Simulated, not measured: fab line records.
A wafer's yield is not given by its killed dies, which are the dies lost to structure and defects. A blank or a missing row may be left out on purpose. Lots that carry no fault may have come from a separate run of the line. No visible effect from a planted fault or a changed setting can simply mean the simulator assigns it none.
Lot-split experiment | flow n5 finfet | 7 lots, 21 wafers read, on a route of 1938 steps

## SPLIT DETAILS
At N5_BEOL_M11_EXPOSE_08 (exposes mask M11), the setting dose mj was moved away from the recipe's 53.75 on 5 of the 21 wafers read, by -5.3% to -4.1%. The other wafers ran this setting at the recipe's value.

## FROM THE SPLIT TO THE READING: what the file shows between them, 15 steps
- N5_BEOL_M11_PEB_09: peb time 60 s
- N5_BEOL_M11_DEVELOP_10: develop time 30 s
- N5_BEOL_M11_CD_MEAS_11: target cd 64.1 nm
- N5_BEOL_M11_DESCUM_16: chemistry O2, time 7.9 s
- N5_BEOL_M11_ETCH_61: etches SiARC in CF4, target depth 39 nm, time 65 s
- N5_BEOL_M11_ETCH_62: etches SOC in N2/H2, target depth 110 nm, overetch 22 nm, time 165 s
- N5_BEOL_M11_STRIP_68: strips in N2/H2
- N5_BEOL_M11_STRIP_67: strips in CF4
- N5_BEOL_M11_HM_OPEN_17: chemistry Cl2/BCl3, target TiN, target depth 20 nm, overetch 6 nm
- N5_BEOL_M11_STRIP_19: strips in O2
- N5_BEOL_M11_CD_MEAS_18: pitch 140 nm, target cd 70 nm
- N5_BEOL_M11_COAT_63: time 60 s, resist thk 100 nm
- N5_BEOL_M11_COAT_64: time 60 s, resist thk 30 nm
- N5_BEOL_M11_PRECLEAN_42: cleans in residue remover, time 60 s
- N5_BEOL_M11_SRD_43: time 30 s

## THE READING
cd nm, in nm, at N5_BEOL_M11_CD_MEAS_35 (target cd 70 nm). Typical for fault-free wafers on this fab line: 69.5 nm, with standard deviation 0.61 nm.

wafer  | tool, chamber at the split | dose mj as run | against the recipe | cd nm, nm | against lot-mates on the recipe
L078.1 | arfi scanner-01, 0         | 51.53          | -4.1%              | 68.4      | -2.0
L078.2 | arfi scanner-01, 0         | 53.75          | recipe             | 70.9      | -
L078.5 | arfi scanner-01, 0         | 53.75          | recipe             | 69.9      | -
L083.1 | arfi scanner-02, 0         | 53.75          | recipe             | 69.2      | -
L083.4 | arfi scanner-02, 0         | 53.75          | recipe             | 69.7      | -
L083.6 | arfi scanner-02, 0         | 53.75          | recipe             | 69.8      | -
L084.1 | arfi scanner-03, 0         | 53.75          | recipe             | 69.2      | -
L084.3 | arfi scanner-03, 0         | 53.75          | recipe             | 69.5      | -
L084.6 | arfi scanner-03, 0         | 53.75          | recipe             | 69.1      | -
L085.4 | arfi scanner-03, 0         | 51.36          | -4.4%              | 67.8      | -1.6
L085.5 | arfi scanner-03, 0         | 51.36          | -4.4%              | 67.7      | -1.7
L085.6 | arfi scanner-03, 0         | 53.75          | recipe             | 69.4      | -
L093.1 | arfi scanner-03, 0         | 53.75          | recipe             | 69.3      | -
L093.4 | arfi scanner-03, 0         | 53.75          | recipe             | 68.6      | -
L093.5 | arfi scanner-03, 0         | 53.75          | recipe             | 69.4      | -
L094.1 | arfi scanner-03, 0         | 53.75          | recipe             | 70.6      | -
L094.2 | arfi scanner-03, 0         | 50.89          | -5.3%              | 67.2      | -3.4
L094.3 | arfi scanner-03, 0         | 50.89          | -5.3%              | 65.8      | -4.8
L097.2 | arfi scanner-02, 0         | 53.75          | recipe             | 69.6      | -
L097.3 | arfi scanner-02, 0         | 53.75          | recipe             | 69.3      | -
L097.4 | arfi scanner-02, 0         | 53.75          | recipe             | 69.5      | -

FIT RESULTS
A straight line over all 21 wafers: cd nm changes by +0.476 nm for each +1% of dose mj; r = +0.86; the points scatter about the line by 0.61 nm.
The same after taking each lot's own level away (the mean of its wafers on the recipe; 21 wafers): +0.593 nm for each +1%; r = +0.91; scatter 0.57 nm.
Per that fit: largest dose mj move, reading shift of 3.2 nm.
The lots' own levels span 69.10 to 70.60 nm, that is 2.5 times the standard deviation above.
So the slope is not independent of the lot-to-lot level: the two fits are not the same.
Check: -3.04 nm against its lot-mates is what the line predicts for one of the wafers moved furthest among these (-5.3%) when that wafer is left out of the fit. Against them it came out at -3.4 nm.

## THE WHOLE CHAIN: every reading that the file lists as answering this split, in the file's order
step                   | what it does                                                         | reading                                                                | change (the file's fit)               | r (the file's)
N5_BEOL_M11_CD_MEAS_11 | target cd 64.1 nm                                                    | cd nm                                                                  | +0.527 nm for each +1% of the setting | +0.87
N5_BEOL_M11_ETCH_61    | etches SiARC in CF4, target depth 39 nm, time 65 s                   | BEOL_M11.cd offset nm (the simulator's own value, which no gauge read) | +0.557 nm for each +1% of the setting | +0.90
N5_BEOL_M11_ETCH_62    | etches SOC in N2/H2, target depth 110 nm, overetch 22 nm, time 165 s | BEOL_M11.cd offset nm (the simulator's own value, which no gauge read) | +0.531 nm for each +1% of the setting | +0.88
N5_BEOL_M11_HM_OPEN_17 | chemistry Cl2/BCl3, target TiN, target depth 20 nm, overetch 6 nm    | BEOL_M11.cd offset nm (the simulator's own value, which no gauge read) | +0.501 nm for each +1% of the setting | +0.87
N5_BEOL_M11_CD_MEAS_18 | pitch 140 nm, target cd 70 nm                                        | cd nm                                                                  | +0.55 nm for each +1% of the setting  | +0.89
N5_BEOL_M11_CD_MEAS_35 | target cd 70 nm                                                      | cd nm                                                                  | +0.576 nm for each +1% of the setting | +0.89

## THE FILE'S OWN FIT
cd nm changes by +0.576 nm for each +1% of dose mj, r = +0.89.
